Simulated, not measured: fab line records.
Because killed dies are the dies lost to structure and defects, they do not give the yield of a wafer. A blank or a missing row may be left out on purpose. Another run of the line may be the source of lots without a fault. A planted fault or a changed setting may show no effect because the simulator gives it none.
Chamber matching || flow n5-finfet || 4 sister chambers for N5_SDB_HM_OPEN_20 on rie-diel-05
The step chemistry CH3F/O2, target SiNx, stops on poly-Si, target depth 24 nm. 4 wafers are shown with their chamber, then 8 later ones without.

WAFERS WITH THEIR CHAMBER
{"wafer": "L080.5", "chamber": 0, "drypump-motor-current-A (A)": 5.8}
{"wafer": "L082.2", "chamber": 1, "drypump-motor-current-A (A)": 5.6}
{"wafer": "L082.4", "chamber": 2, "drypump-motor-current-A (A)": 6.5}
{"wafer": "L087.3", "chamber": 3, "drypump-motor-current-A (A)": 5.2}

WAFERS WITHOUT THEIR CHAMBER
{"wafer": "L087.4", "drypump-motor-current-A (A)": 5.7}
{"wafer": "L087.5", "drypump-motor-current-A (A)": 6.5}
{"wafer": "L089.2", "drypump-motor-current-A (A)": 5.7}
{"wafer": "L089.4", "drypump-motor-current-A (A)": 6.5}
{"wafer": "L089.5", "drypump-motor-current-A (A)": 6.5}
{"wafer": "L090.1", "drypump-motor-current-A (A)": 5.6}
{"wafer": "L090.3", "drypump-motor-current-A (A)": 5.7}
{"wafer": "L090.5", "drypump-motor-current-A (A)": 6.5}

WHICH CHAMBER EACH WENT THROUGH
{"wafer": "L087.4", "from the rows above": "can't be placed: 0 or 1", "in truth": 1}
{"wafer": "L087.5", "from the rows above": 2, "in truth": 2}
{"wafer": "L089.2", "from the rows above": "can't be placed: 0 or 1", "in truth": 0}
{"wafer": "L089.4", "from the rows above": 2, "in truth": 2}
{"wafer": "L089.5", "from the rows above": 2, "in truth": 2}
{"wafer": "L090.1", "from the rows above": 1, "in truth": 1}
{"wafer": "L090.3", "from the rows above": "can't be placed: 0 or 1", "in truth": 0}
{"wafer": "L090.5", "from the rows above": 2, "in truth": 2}
Correctly placed: 5 of 8. Not placeable from these rows: 3 (in 3, the candidates include the true chamber). 0 placed wrongly.
How it was worked out, from the rows above alone: a wafer's distance from a chamber is the root of the sum, over the readings, of the square of ((its reading less the chamber's mean) divided by the reading's scatter). The wafer belongs to the nearest chamber; if the next one is less than 2 further off, it can't be placed. A chamber's mean is the mean of its shown wafers. The scatter: with one shown wafer a chamber, the root of the mean of the squares of how far each hidden wafer lies from its nearest shown one.
